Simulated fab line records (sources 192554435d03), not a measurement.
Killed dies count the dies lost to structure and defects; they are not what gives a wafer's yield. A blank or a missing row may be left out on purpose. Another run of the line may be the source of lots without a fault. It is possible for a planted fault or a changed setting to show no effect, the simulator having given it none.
8D (eight disciplines) problem report, filled in by code + flow n5-finfet + the parts of the form that need people (team, actions taken, sign-off) are left out

## 1. WHAT WENT WRONG
Wafers without a fault read 42.46, standard deviation 0.041; exposure-dose-mJ-cm2 at N5_BEOL_M8_EXPOSE_25 reads a mean of 43.06 on 12 wafers belonging to 4 lots. That is +15 standard deviations from the usual mean.
The step: exposes mask V7, target cd 40 nm.
Seen first at day 11 01:27 on euv-scanner-01, wafer L189.2. The record has a number at this step for 33 wafers belonging to 11 lots. The rule behind "out" and "out of limits": a value lying over 4 standard deviations away from the usual mean. The rest of the wafers with a number are treated as sound.

## 2. WHAT IT IS AND WHAT IT IS NOT
| question                    | is                     | is not                                                                          |
|-----------------------------|------------------------|---------------------------------------------------------------------------------|
| which readings at this step | exposure-dose-mJ-cm2   | -                                                                               |
| which lots                  | L189, L191, L192, L193 | L183, L185, L187, L188, L202, L204, L205                                        |
| which wafers of those lots  | all that have a number | -                                                                               |
| read on which tools         | euv-scanner-01         | euv-scanner-02                                                                  |
| when                        | from day 11 01:27      | up to then (12 sound wafers); but 9 sound wafers of L202, L204, L205 came after |

## 3. THE SUSPECTS, EACH WITH WHAT RULES IT OUT
Counting: a tool at a process step up to the reading stays a suspect if it ran every lot that is out and no sound lot after the first of them.
- euv-scanner-01 at N5_BEOL_M8_EXPOSE_25 (exposes mask V7, target cd 40 nm): kept. All lots that are out passed through it, beginning with L189 at day 11 01:27, and no sound lot followed; its final sound lot before that point was L188 at day 10 20:38. Out on those wafers are its own readings of exposure-dose-mJ-cm2.
Remaining after the count: euv-scanner-01 at N5_BEOL_M8_EXPOSE_25.

## 4. THE CAUSE (what the simulator had put in)
Process parameter drift: euv-scanner-01, from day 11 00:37 on, at N5_BEOL_M8_EXPOSE_25. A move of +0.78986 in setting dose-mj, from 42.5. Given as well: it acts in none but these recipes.
Counting left only this tool.

## 5. SEQUENCE OF EFFECTS, ordered by route
Rows list readings where the struck wafers' mean (over those with a number) sits beyond 3 standard deviations from the usual. Only readings for which the record gives a usual standard deviation are gone through. hours: the time from each lot's start at the first step in this table that gives one to its start at this step, as a median over the lots. sigmas: the change in usual standard deviations.
| hours | step                 | reading              | usual | on struck wafers | change | sigmas |
|-------|----------------------|----------------------|-------|------------------|--------|--------|
| 0     | N5_BEOL_M8_EXPOSE_25 | exposure-dose-mJ-cm2 | 42.46 | 43.06            | +0.60  | +15    |
Its process steps:
- N5_BEOL_M8_EXPOSE_25: exposes mask V7, target cd 40 nm.
Later steps that measure or inspect, where all struck wafers having a row at the step show a number for every such reading and not one has moved that far: N5_BEOL_M8_OVL_MEAS_29.

## 6. WHAT WOULD HAVE CAUGHT IT SOONER
In this record the first reading out of limits was taken at day 11 01:27, 1 hour after the fault began at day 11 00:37.
